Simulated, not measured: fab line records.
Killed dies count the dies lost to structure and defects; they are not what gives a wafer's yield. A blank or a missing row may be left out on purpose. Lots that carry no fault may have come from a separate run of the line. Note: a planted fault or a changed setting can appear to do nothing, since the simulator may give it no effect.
A struck lot beside a sound one + flow nand harc + 17 steps out of a route of 1302
Sound: wafers L872.4, L872.5, L872.6. Wafers struck: L882.1, L882.3, L882.5. Last of all comes the cause.
At each step with rows: each side's tool, then ch and its chambers, then its first start. Under that, the readings that differ: sound wafers + struck wafers + difference of the means + sigmas: that difference in standard deviations of wafers without a fault.
alike: a reading whose means differ by less than 2 such deviations, as well as words and numbers matching on both sides. not compared: withheld readings; readings where some wafer has no value; bounds like >300 that might hide an equal value; numbers whose values overlap and for which the record gives no deviation.
The two part at a step that has a row with sigmas, a row that says differs or no value, or rows on one side only. Numbers that don't overlap but have no deviation are shown without sigmas and don't part them. A reading that every wafer of one side lacks parts them only if that side has two wafers or more.

NHARC_P_GATE_CD_MEAS_59 targets a cd of 720 nm.
  sound on cd sem-03 ch 0, day 6 09:01; struck on cd sem-02 ch 0, day 10 13:19
  alike: cd nm
then, 1 step without rows for these wafers: NHARC_P_GATE_HARDBAKE_60 (time 80 s).
NHARC_P_GATE_DESCUM_61: chemistry O2, time 3 s.
  sound on rie diel-02 ch 2,3, day 6 09:10; struck on rie diel-13 ch 1,2, day 10 13:29
  alike: drypump motor current A, oes product au, rf vpp V, showerhead plenum p Torr, throttle valve pct
  not compared: rf hours counter h
then, 1 step without rows for these wafers: NHARC_P_GATE_IMPLANT_62.
NHARC_P_GATE_STRIP_112: strips in N2/H2, time 200 s.
  sound on plasma asher-02 ch 0,1, day 6 09:40; struck on plasma asher-02 ch 0, day 10 13:53
  alike: drypump motor current A, heater power w
  not compared: rf hours counter h
NHARC_P_GATE_STRIP_76: strips in O2.
  sound on plasma asher-02 ch 0,1, day 6 09:50; struck on plasma asher-02 ch 0, day 10 14:07
  alike: drypump motor current A, heater power w
  not compared: rf hours counter h
then, 6 steps without rows for these wafers: NHARC_P_GATE_STRIP_63 (strips in SPM, time 900 s); NHARC_P_GATE_DEHYDRATE_83 (time 120 s); NHARC_P_GATE_HMDS_84 (time 30 s); NHARC_P_GATE_COAT_85; NHARC_P_GATE_SOFTBAKE_86 (time 95 s); NHARC_P_GATE_EBR_87.
NHARC_P_GATE_EXPOSE_88: exposes mask P HVN, target cd 2000 nm.
  sound on krf scanner-03 ch 0, day 6 10:27; struck on krf scanner-01 ch 0, day 10 14:52
| reading | sound                   | struck                  | difference | sigmas |
|---------|-------------------------|-------------------------|------------|--------|
| mask    | P_HVN#0 P_HVN#0 P_HVN#0 | P_PSD#0 P_PSD#0 P_PSD#0 | differs    |        |
then, 2 steps without rows for these wafers: NHARC_P_GATE_PEB_89 (peb time 85 s); NHARC_P_GATE_DEVELOP_90 (time 70 s).
NHARC_P_GATE_CD_MEAS_91 targets a cd of 2000 nm.
  sound on cd sem-03 ch 0, day 6 10:36; struck on cd sem-03 ch 0, day 10 15:01
| reading    | sound                | struck | difference                    | sigmas |
|------------|----------------------|--------|-------------------------------|--------|
| cd nm (nm) | 2000.8 1998.4 1999.3 | - - -  | no value on the struck wafers |        |
then, 1 step without rows for these wafers: NHARC_P_GATE_HARDBAKE_92 (time 80 s).

== WHERE THEY PART ==
First at NHARC_P_GATE_EXPOSE_88; last, within this record, at NHARC_P_GATE_CD_MEAS_91.

WHY: what the simulator had put in
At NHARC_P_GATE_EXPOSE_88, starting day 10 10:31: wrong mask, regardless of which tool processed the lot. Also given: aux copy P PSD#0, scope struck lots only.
